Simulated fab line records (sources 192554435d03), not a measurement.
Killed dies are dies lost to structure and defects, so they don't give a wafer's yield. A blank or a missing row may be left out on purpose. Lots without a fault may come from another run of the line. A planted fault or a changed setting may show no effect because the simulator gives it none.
Chamber matching -- flow n5-finfet -- N5_BEOL_M6_ETCH_62 on rie-diel-06 has 4 sister chambers
The step etches SOC in N2/H2, target depth 110 nm, overetch 22 nm, time 165 s. 8 wafers are shown with their chamber, then 8 later ones without.

== WAFERS WITH THEIR CHAMBER ==
wafer,chamber,drypump-motor-current-A (A),throttle-valve-pct (%)
L074.2,1,4.9,17.86
L078.3,2,5.4,18.21
L078.6,1,4.9,17.88
L081.3,2,5.3,18.22
L089.2,3,6.7,17.77
L089.3,0,5.2,17.94
L089.6,3,6.7,17.77
L090.1,0,5.2,17.96

== WAFERS WITHOUT THEIR CHAMBER ==
wafer,drypump-motor-current-A (A),throttle-valve-pct (%)
L090.2,6.7,17.77
L090.3,4.8,17.91
L095.2,5.4,17.83
L095.3,6.7,17.80
L095.5,5.2,17.96
L094.1,5.2,17.97
L094.2,6.7,17.81
L094.5,6.7,17.82

== THE CHAMBER EACH PASSED THROUGH ==
wafer,from the rows above,in truth
L090.2,3,3
L090.3,1,1
L095.2,can't be placed: 0 or 1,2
L095.3,3,3
L095.5,0,0
L094.1,0,0
L094.2,3,3
L094.5,3,3
Correctly placed: 7 of 8. Not placeable from these rows: 1 (in 0, the candidates include the true chamber). 0 placed wrongly.
How it was worked out, from the rows above alone: a wafer's distance from a chamber is the root of the sum, over the readings, of the square of ((its reading less the chamber's mean) divided by the reading's scatter). The wafer belongs to the nearest chamber; if the next one is less than 2 further off, it can't be placed. For every chamber, the mean is computed from those of its wafers that are shown. The scatter is the square root of a quotient: the sum, over the shown wafers, of each reading's squared deviation from its chamber's mean, divided by wafers minus chambers.
